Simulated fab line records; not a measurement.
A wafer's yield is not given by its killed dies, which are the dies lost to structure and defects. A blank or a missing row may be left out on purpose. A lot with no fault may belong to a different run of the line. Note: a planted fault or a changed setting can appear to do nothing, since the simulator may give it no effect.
Lot-split experiment	flow n5_finfet	on a route of 1938 steps: 7 lots, 21 wafers read

## ON THE SPLIT
At N5_BEOL_M4_EXPOSE_08 (exposes mask M4), the setting dose_mj was moved away from the recipe's 41.25 on 5 of the 21 wafers read, by -5.7% to +6.9%. This setting was run at the recipe's value on the other wafers.

## FROM THE SPLIT TO THE READING: what the file shows between them, 9 steps
- N5_BEOL_M4_DESCUM_16: chemistry O2, time 7 s (also split here: time_s)
- N5_BEOL_M4_ETCH_74: etches underlayer in N2/H2, target depth 6.5 nm, time 5.2 s
- N5_BEOL_M4_ETCH_63: etches SiARC in CF4, target depth 15.6 nm, time 26 s
- N5_BEOL_M4_ETCH_64: etches SOC in N2/H2, target depth 75 nm, overetch 22.5 nm, time 121.9 s
- N5_BEOL_M4_STRIP_65: strips in N2/H2
- N5_BEOL_M4_STRIP_75: strips in N2/H2
- N5_BEOL_M4_STRIP_66: strips in CF4
- N5_BEOL_M4_HM_OPEN_17: chemistry Cl2/BCl3, target TiN, target depth 20 nm, overetch 6 nm
- N5_BEOL_M4_STRIP_19: strips in O2

## THE READING
cd_nm, in nm, at N5_BEOL_M4_CD_MEAS_18 (pitch 36 nm, target cd 18 nm). A value of 18.02 nm with a standard deviation of 0.29 nm is what fault-free wafers of this fab line usually give.

wafer	tool, chamber at the split	dose_mj as run	against the recipe	cd_nm, nm	against lot-mates on the recipe
L075.3	euv_scanner-02, 0	41.25	recipe	17.93	-
L075.5	euv_scanner-02, 0	40.44	-2.0%	17.25	-0.69
L075.6	euv_scanner-02, 0	41.25	recipe	17.94	-
L085.1	euv_scanner-01, 0	41.25	recipe	17.98	-
L085.5	euv_scanner-01, 0	41.25	recipe	17.84	-
L085.6	euv_scanner-01, 0	41.25	recipe	17.99	-
L088.2	euv_scanner-01, 0	41.25	recipe	17.79	-
L088.4	euv_scanner-01, 0	42.91	+4.0%	18.62	+0.50
L088.6	euv_scanner-01, 0	41.25	recipe	18.45	-
L089.1	euv_scanner-01, 0	41.25	recipe	17.81	-
L089.4	euv_scanner-01, 0	44.09	+6.9%	19.43	+1.62
L089.6	euv_scanner-01, 0	44.09	+6.9%	19.32	+1.51
L093.1	euv_scanner-01, 0	41.25	recipe	18.06	-
L093.3	euv_scanner-01, 0	41.25	recipe	18.04	-
L093.6	euv_scanner-01, 0	41.25	recipe	17.95	-
L096.2	euv_scanner-01, 0	41.25	recipe	17.99	-
L096.3	euv_scanner-01, 0	38.91	-5.7%	17.15	-1.08
L096.6	euv_scanner-01, 0	41.25	recipe	18.47	-
L095.2	euv_scanner-01, 0	41.25	recipe	17.96	-
L095.5	euv_scanner-01, 0	41.25	recipe	17.95	-
L095.6	euv_scanner-01, 0	41.25	recipe	18.25	-

THE FIT
A straight line over all 21 wafers: cd_nm changes by +0.188 nm for each +1% of dose_mj; r = +0.93; the points scatter about the line by 0.21 nm.
The same after taking each lot's own level away (the mean of its wafers on the recipe; 21 wafers): +0.212 nm for each +1%; r = +0.95; scatter 0.18 nm.
The reading moves by 1.5 nm for the largest change in dose_mj, on that fit.
Across the lots, their own levels run from 17.810 to 18.230 nm, a range of 1.4 times the standard deviation given above.
So the slope is not independent of the lot-to-lot level: the two fits are not the same.
Check: with one of the wafers moved furthest among these (+6.9%) left out of the fit, the line predicts +1.36 nm for it against its lot-mates. It came out at +1.62 nm against them.

## THE OTHER SPLITS THESE WAFERS WENT THROUGH
Before the reading, these wafers also passed through other splits. Each is held against what the fit with the lots' levels taken away leaves over:
other split on the same wafers	wafers away from the commonest value	r with cd_nm (lot level and that fit taken away)
N5_BEOL_M2_TRENCH_ETCH_37 source_w	9	+0.06
N5_BEOL_M3_EXPOSE_25 dose_mj	8	-0.25
N5_BEOL_M4_DESCUM_16 time_s	3	-0.06

## THE WHOLE CHAIN: every reading that the file lists as answering this split, in the file's order
step	what it does	reading	change (the file's fit)	r (the file's)
N5_BEOL_M4_ETCH_74	etches underlayer in N2/H2, target depth 6.5 nm, time 5.2 s	BEOL_M4.cd_offset_nm (the simulator's own value, which no gauge read)	+0.188 nm for each +1% of the setting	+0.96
N5_BEOL_M4_ETCH_64	etches SOC in N2/H2, target depth 75 nm, overetch 22.5 nm, time 121.9 s	BEOL_M4.cd_offset_nm (the simulator's own value, which no gauge read)	+0.185 nm for each +1% of the setting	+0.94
N5_BEOL_M4_HM_OPEN_17	chemistry Cl2/BCl3, target TiN, target depth 20 nm, overetch 6 nm	BEOL_M4.cd_offset_nm (the simulator's own value, which no gauge read)	+0.199 nm for each +1% of the setting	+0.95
N5_BEOL_M4_CD_MEAS_18	pitch 36 nm, target cd 18 nm	cd_nm	+0.203 nm for each +1% of the setting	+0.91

## THE FILE'S OWN FIT
cd_nm changes by +0.203 nm for each +1% of dose_mj, r = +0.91.
